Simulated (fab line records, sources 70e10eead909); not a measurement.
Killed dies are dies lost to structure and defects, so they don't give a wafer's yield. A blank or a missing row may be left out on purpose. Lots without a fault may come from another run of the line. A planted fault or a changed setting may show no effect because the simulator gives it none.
A struck lot beside a sound one | flow nand_harc | 17 steps out of a route of 1159
Sound: wafers L350.2, L350.3, L350.5. Struck: wafers L365.1, L365.5. (L365.3 of the same lot was not struck and is left out.) The cause comes at the end.
At each step with rows: each side's tool, then ch and its chambers, then its first start. Under that, the readings that differ: sound wafers | struck wafers | difference of the means | sigmas: that difference in standard deviations of wafers without a fault.
alike: readings whose means differ by less than 2 such deviations, and words and numbers that are the same on both sides. not compared: withheld readings, readings that some wafer has no value for, bounds like >300 that may hide the same value, and numbers for which the record gives no deviation and whose values overlap.
The two part at a step that has a row with sigmas, a row that says differs or no value, or rows on one side only. Numbers that don't overlap but have no deviation are shown without sigmas and don't part them. A reading that every wafer of one side lacks parts them only if that side has two wafers or more.

NHARC_P_M2_INSPECT_11:
  sound on defect_inspect-02, day 7 00:52; struck on defect_inspect-01, day 10 11:17
  alike: raw_defect_count
NHARC_P_M2_DESCUM_14: chemistry O2, time 3 s.
  sound on rie_diel-06 ch 0,1,2, day 7 00:56; struck on rie_diel-04 ch 0,1, day 10 11:20
  alike: chamber_pressure_mTorr, drypump_motor_current_A, oes_product_au, rf_vpp_V, showerhead_plenum_p_Torr, throttle_valve_pct
  not compared: rf_hours_counter_h
NHARC_P_M2_ETCH_35: etches the open film in N2/H2, target depth 40 nm, overetch 12 nm, time 43.94 s.
  sound on rie_diel-06 ch 0,2,3, day 7 01:01; struck on rie_diel-04 ch 0,3, day 10 11:26
  reading                | sound                | struck        | difference | sigmas
  throttle_valve_pct (%) | 14.171 14.190 14.191 | 14.163 14.142 | -0.031     | -3
  alike: chamber_pressure_mTorr, drypump_motor_current_A, oes_product_au, rf_vpp_V, showerhead_plenum_p_Torr
  not compared: rf_hours_counter_h
then, 1 step without rows for these wafers: NHARC_P_M2_ETCH_15 (etches the open film in C4F8/Ar, target depth 182.5 nm, time 91.2 s).
NHARC_P_M2_CD_MEAS_16:
  sound on cd_sem-02, day 7 01:15; struck on cd_sem-02, day 10 11:39
  alike: cd_nm
then, 1 step without rows for these wafers: NHARC_P_M2_STRIP_18 (strips in N2/H2).
NHARC_P_M2_ETCH_28: etches the open film in CF4/N2, target depth 30 nm, time 72.99 s.
  sound on rie_diel-03 ch 1,3; struck on rie_diel-06 ch 1,2
  reading                         | sound             | struck      | difference | sigmas
  rf_vpp_V (V)                    | 317.9 315.6 318.0 | 314.6 311.3 | -4.2       | -2
  showerhead_plenum_p_Torr (Torr) | 2.81 2.73 2.81    | 2.61 2.49   | -0.23      | -2
  alike: cf4_flow_sccm, chamber_pressure_mTorr, drypump_motor_current_A, oes_product_au, throttle_valve_pct
  not compared: rf_hours_counter_h
then, 1 step without rows for these wafers: NHARC_P_M2_STRIP_19 (strips in post etch residue remover, time 600 s).
NHARC_P_M2_DEGAS_29: time 60 s.
  sound on pvd_sputter-01, day 7 02:07; struck on pvd_sputter-01, day 10 12:22
  alike: heater_power_w
then, 2 steps without rows for these wafers: NHARC_P_M2_PRE_CLEAN_30 (time 30 s); NHARC_P_M2_PVD_20 (deposits TaN, target thk 5 nm, time 8.06 s).
NHARC_P_M2_PVD_21: deposits Cu, target thk 30 nm, time 20.49 s.
  sound on pvd_sputter-01; struck on pvd_sputter-01
  alike: chamber_pressure_pa, throttle_valve_pct
NHARC_P_M2_ECD_22: material Cu, target thk 400 nm.
  sound on ecd_cu-01 ch 0,1, day 7 02:34; struck on ecd_cu-01 ch 0, day 10 12:44
  alike: bath_temp_c
then, 1 step without rows for these wafers: NHARC_P_M2_ANNEAL_31 (time 90 s).
NHARC_P_M2_CMP_23: polishes, t overpolish 20 s, target thk 144.3 nm.
  sound on cmp-01 ch 1,2,3, day 7 03:17; struck on cmp-02 ch 0,2, day 10 13:31
  reading                      | sound             | struck      | difference | sigmas
  retaining_ring_pressure_frac | 0.991 0.993 0.994 | 1.004 1.006 | +0.012     | +2
  time_to_endpoint_s (s)       | 26.5 27.2 23.8    | 10.2 10.8   | -15.3      | -10
  alike: motor_current_A
NHARC_P_M2_THK_MEAS_24: measures by xrf.
  sound on film_metro-02, day 7 03:36; struck on film_metro-01, day 10 13:47
  alike: thk_nm
NHARC_END_SORT_01:
  the record has rows for the sound wafers here (prober-02 ch 0, day 20 17:19) and none for the struck ones

WHERE THEY PART
First at NHARC_P_M2_ETCH_35; last, within this record, at NHARC_END_SORT_01.

WHY: what the simulator had put in
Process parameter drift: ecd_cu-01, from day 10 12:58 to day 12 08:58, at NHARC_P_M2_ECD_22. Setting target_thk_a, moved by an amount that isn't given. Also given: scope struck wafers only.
